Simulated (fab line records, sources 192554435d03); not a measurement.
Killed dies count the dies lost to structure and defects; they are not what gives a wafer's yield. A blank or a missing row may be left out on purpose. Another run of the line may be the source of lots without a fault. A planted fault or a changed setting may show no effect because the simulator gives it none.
Lot-split experiment | flow n5-finfet | 7 lots, 21 wafers read, on a route of 1938 steps

== ON THE SPLIT ==
At N5_PASSIVATION_VIA_ETCH_13 (etches SiO2 in CHF3/O2, target depth 660 nm, time 330 s), the setting source-w was moved away from the recipe's 650 W on 5 of the 21 wafers read, by -14.2% to +14.1%. The other wafers ran this setting at the recipe's value.

The reading is taken at the split's own step.

== THE READING ==
rf-vpp-V, in V, at N5_PASSIVATION_VIA_ETCH_13 (etches SiO2 in CHF3/O2, target depth 660 nm, time 330 s). Typical for fault-free wafers on this fab line: 527 V, with standard deviation 11 V.

wafer  | tool, chamber at the split | source-w as run, W | against the recipe | rf-vpp-V, V | against lot-mates on the recipe
L083.3 | rie-diel-03, 0             | 650                | recipe             | 528         | -
L083.4 | rie-diel-03, 2             | 650                | recipe             | 544         | -
L083.6 | rie-diel-03, 3             | 573.5              | -11.8%             | 572         | +36
L090.1 | rie-diel-01, 2             | 650                | recipe             | 521         | -
L090.2 | rie-diel-01, 0             | 650                | recipe             | 515         | -
L090.6 | rie-diel-01, 0             | 650                | recipe             | 514         | -
L091.2 | rie-diel-03, 1             | 650                | recipe             | 533         | -
L091.4 | rie-diel-03, 3             | 557.7              | -14.2%             | 580         | +44
L091.5 | rie-diel-03, 3             | 650                | recipe             | 538         | -
L089.2 | rie-diel-04, 1             | 724.8              | +11.5%             | 508         | -15
L089.5 | rie-diel-04, 1             | 724.8              | +11.5%             | 508         | -15
L089.6 | rie-diel-04, 0             | 650                | recipe             | 523         | -
L094.2 | rie-diel-01, 1             | 650                | recipe             | 509         | -
L094.4 | rie-diel-01, 0             | 741.8              | +14.1%             | 483         | -28
L094.6 | rie-diel-01, 0             | 650                | recipe             | 514         | -
L092.1 | rie-diel-01, 3             | 650                | recipe             | 528         | -
L092.3 | rie-diel-01, 0             | 650                | recipe             | 516         | -
L092.5 | rie-diel-01, 0             | 650                | recipe             | 516         | -
L097.1 | rie-diel-04, 0             | 650                | recipe             | 523         | -
L097.2 | rie-diel-04, 3             | 650                | recipe             | 541         | -
L097.4 | rie-diel-04, 0             | 650                | recipe             | 523         | -

THE FIT
A straight line over all 21 wafers: rf-vpp-V changes by -2.91 V for each +1% of source-w; r = -0.86; the points scatter about the line by 11 V.
The same after taking each lot's own level away (the mean of its wafers on the recipe; 21 wafers): -2.27 V for each +1%; r = -0.91; scatter 6.8 V.
According to that fit, moving source-w by its largest amount changes the reading by 32 V.
Across the lots, their own levels run from 511.5 to 536.0 V, a range of 2.2 times the standard deviation given above.
Thus the slope moves with the lot-to-lot level: the two fits are different.
Check: with one of the wafers moved furthest among these (-14.2%) left out of the fit, the line predicts +29.9 V for it against its lot-mates. Against them it came out at +44.5 V.
Tool readings at the split's step, against how far the setting was moved: rf-vpp-V r = -0.86.

== ADDITIONAL SPLITS CARRIED BY THESE WAFERS ==
Other splits were also applied to these wafers ahead of the reading. Each is held against what the fit with the lots' levels taken away leaves over:
other split on the same wafers    | wafers away from the commonest value | r with rf-vpp-V (lot level and that fit taken away)
N5_BEOL_M13_COAT_04 spin-rpm      | 4                                    | +0.23
N5_BEOL_M14_TRENCH_ETCH_34 bias-w | 8                                    | +0.13
N5_BEOL_M15_TRENCH_ETCH_34 bias-w | 8                                    | +0.25
N5_BEOL_M15_SPUTTER_43 time-s     | 5                                    | -0.38

== THE FILE'S OWN FIT ==
rf-vpp-V changes by -2.41 V for each +1% of source-w, r = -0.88.
